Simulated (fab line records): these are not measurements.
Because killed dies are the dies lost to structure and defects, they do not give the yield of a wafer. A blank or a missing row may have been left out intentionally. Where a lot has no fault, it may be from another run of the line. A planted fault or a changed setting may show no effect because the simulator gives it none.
3 desks looking at one fault / flow n5-finfet / only its own numbers are on each desk; what lay behind them is given at the end

THE DEFECT DESK
What the inspections along the route counted, lot by lot: means of the sampled wafers that have a number. The brackets show how far a lot's mean lies from the usual mean; more than 4 standard deviations puts the lot out of limits, marked OUT.
Columns: A = raw-defect-count at N5_BEOL_M6_INSPECT_30, usual 413
lot=L753; first seen here=day 9 08:55; A=529
lot=L761; first seen here=day 11 17:38; A=423
lot=L763; first seen here=day 12 13:31; A=394
lot=L769; first seen here=day 13 13:53; A=350
lot=L768; first seen here=day 13 16:37; A=482
lot=L773; first seen here=day 14 03:07; A=281
Result from this desk: across the 6 lots, nothing is out of limits.

FROM THE METROLOGY DESK
Lot by lot, what the gauges showed, no matter which tool ran the lot: averages of those sampled wafers that carry a number. The brackets show how far a lot's mean lies from the usual mean; more than 4 standard deviations puts the lot out of limits, marked OUT.
Columns: A = V5_OVL at N5_BEOL_M6_OVL_MEAS_29, usual 0.4 nm
lot=L753; first seen here=day 9 08:52; A=0.3
lot=L761; first seen here=day 11 17:35; A=0.9
lot=L763; first seen here=day 12 13:28; A=0.3
lot=L769; first seen here=day 13 13:50; A=0.5
lot=L768; first seen here=day 13 16:35; A=0.6
lot=L773; first seen here=day 14 03:04; A=-0.2
Result from this desk: across the 6 lots, nothing is out of limits.

AT THE TOOL OWNER'S DESK: rie-diel-01
The tool's own readings at N5_BEOL_M6_ETCH_41 (etches SiCN in CH3F/O2, target depth 29.7 nm, time 52 s): means of the sampled wafers that have a number, for each lot that ran on this tool. The brackets show how far a lot's mean lies from the usual mean; more than 4 standard deviations puts the lot out of limits, marked OUT.
Columns: A = bias-w at N5_BEOL_M6_ETCH_41, usual 74.98 W; B = drypump-motor-current-A at N5_BEOL_M6_ETCH_41, usual 5.8 A; C = oes-product-au at N5_BEOL_M6_ETCH_41, usual 0.81 a.u.; D = rf-vpp-V at N5_BEOL_M6_ETCH_41, usual 297.5 V; E = showerhead-plenum-p-Torr at N5_BEOL_M6_ETCH_41, usual 2.02 Torr; F = throttle-valve-pct at N5_BEOL_M6_ETCH_41, usual 16.40 %
lot=L761; first seen here=day 11 18:07; A=74.80; B=5.9; C=0.81; D=297.5; E=2.00; F=16.43
lot=L763; first seen here=day 12 13:52; A=75.10; B=5.8; C=0.84; D=296.6; E=2.01; F=16.53
lot=L769; first seen here=day 13 14:13; A=75.20; B=5.7; C=0.84; D=297.1; E=2.01; F=16.40
Result from this desk: across the 3 lots, nothing is out of limits.

TAKEN TOGETHER
Nothing the defect desk looked at was out of limits.
Metrology desk: nothing out of limits seen.
Nothing out of limits was seen by the tool owner's desk.

WHAT THE SIMULATOR HAD INSERTED
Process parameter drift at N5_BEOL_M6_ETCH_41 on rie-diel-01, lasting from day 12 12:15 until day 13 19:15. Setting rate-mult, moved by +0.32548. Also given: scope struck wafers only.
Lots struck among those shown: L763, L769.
